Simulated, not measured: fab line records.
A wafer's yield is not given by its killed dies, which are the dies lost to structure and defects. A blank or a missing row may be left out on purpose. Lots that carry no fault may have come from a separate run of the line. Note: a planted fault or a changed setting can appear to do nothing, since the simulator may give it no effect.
Split-lot trial	flow n5-finfet	route with 1938 steps; 7 lots, 21 wafers read

## ABOUT THE SPLIT
At N5_BEOL_M2_PECVD_72 (deposits SiO2 from TEOS/O2, target thk 16 nm, time 18 s), the setting time-s was moved away from the recipe's 18 s on 9 of the 21 wafers read, by -11.7% to +13.8%. All remaining wafers had this setting at the recipe value.

The reading is taken at the split's own step.

## THE READING
SiO2_of_BEOL_M2_PECVD_72.thk-nm (the simulator's own value, which no gauge read), in nm, at N5_BEOL_M2_PECVD_72 (deposits SiO2 from TEOS/O2, target thk 16 nm, time 18 s). There is no usual value for it anywhere in the file. Average 16.0 nm, standard deviation 0.18 nm, over the 12 wafers here run with the recipe.

wafer	tool, chamber at the split	time-s as run, s	against the recipe	SiO2_of_BEOL_M2_PECVD_72.thk-nm, nm	against lot-mates on the recipe
L078.2	pecvd-03, 2,0	18	recipe	16	-
L078.4	pecvd-03, 2,0	18	recipe	16	-
L078.5	pecvd-03, 1	18	recipe	16.2	-
L082.3	pecvd-01, 2	20.48	+13.8%	17.8	+1.6
L082.4	pecvd-01, 2	20.48	+13.8%	18	+1.8
L082.5	pecvd-01, 1	18	recipe	16.2	-
L087.2	pecvd-04, 2	16.1	-10.6%	14.2	-1.8
L087.3	pecvd-04, 2	16.1	-10.6%	14.4	-1.6
L087.6	pecvd-04, 2	18	recipe	16	-
L089.2	pecvd-03, 0	15.89	-11.7%	13.8	-2.0
L089.3	pecvd-03, 0	15.89	-11.7%	13.8	-2.0
L089.5	pecvd-03, 0	18	recipe	15.8	-
L088.1	pecvd-01, 0	18	recipe	15.8	-
L088.2	pecvd-01, 1	16.1	-10.6%	14	-1.8
L088.3	pecvd-01, 2	16.1	-10.6%	14.2	-1.6
L092.1	pecvd-04, 1	16.28	-9.6%	14.4	-1.6
L092.2	pecvd-04, 0	18	recipe	15.8	-
L092.5	pecvd-04, 1	18	recipe	16.2	-
L095.1	pecvd-01, 1	18	recipe	15.6	-
L095.4	pecvd-01, 1,0	18	recipe	16	-
L095.6	pecvd-01, 1,0	18	recipe	16	-
Rows listing several chambers each stand for several wafers; the file does not say which wafer went through which chamber.

THE FIT
A straight line over all 21 wafers: SiO2_of_BEOL_M2_PECVD_72.thk-nm changes by +0.16 nm for each +1% of time-s; r = +0.99; the points scatter about the line by 0.2 nm.
The same after taking each lot's own level away (the mean of its wafers on the recipe; 21 wafers): +0.148 nm for each +1%; r = +0.99; scatter 0.17 nm.
That fit puts the effect of the largest move of time-s on the reading at 2 nm.
From 15.80 to 16.20 nm: that is the span of the lots' own levels, equal to 2.2 times the standard deviation above.
Consequently the slope shifts little with the lot-to-lot level, the two slopes agreeing.
Check: with one of the wafers moved furthest among these (+13.8%) left out of the fit, the line predicts +2.09 nm for it against its lot-mates. Against them it came out at +1.6 nm.

## THESE WAFERS: OTHER SPLITS
Before the reading, these wafers also passed through other splits. Each is held against what the fit with the lots' levels taken away leaves over:
other split on the same wafers	wafers away from the commonest value	r with SiO2_of_BEOL_M2_PECVD_72.thk-nm (lot level and that fit taken away)
N5_GATE_CUT_ETCH_36 cf4-flow-sccm	7	+0.28
N5_MOL_CONTACT_COAG_ALD_131 ald-cycles	4	-0.48
N5_BEOL_M0_ETCH_138 source-w	9	-0.01
N5_BEOL_M0_ETCH_128 source-w	12	+0.35
N5_BEOL_M1_HM_DEP_02 target-thk-a	7	+0.46
N5_BEOL_M1_EXPOSE_08 dose-mj	4	+0.01

## THE FILE'S OWN FIT
SiO2_of_BEOL_M2_PECVD_72.thk-nm changes by +0.153 nm for each +1% of time-s, r = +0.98.
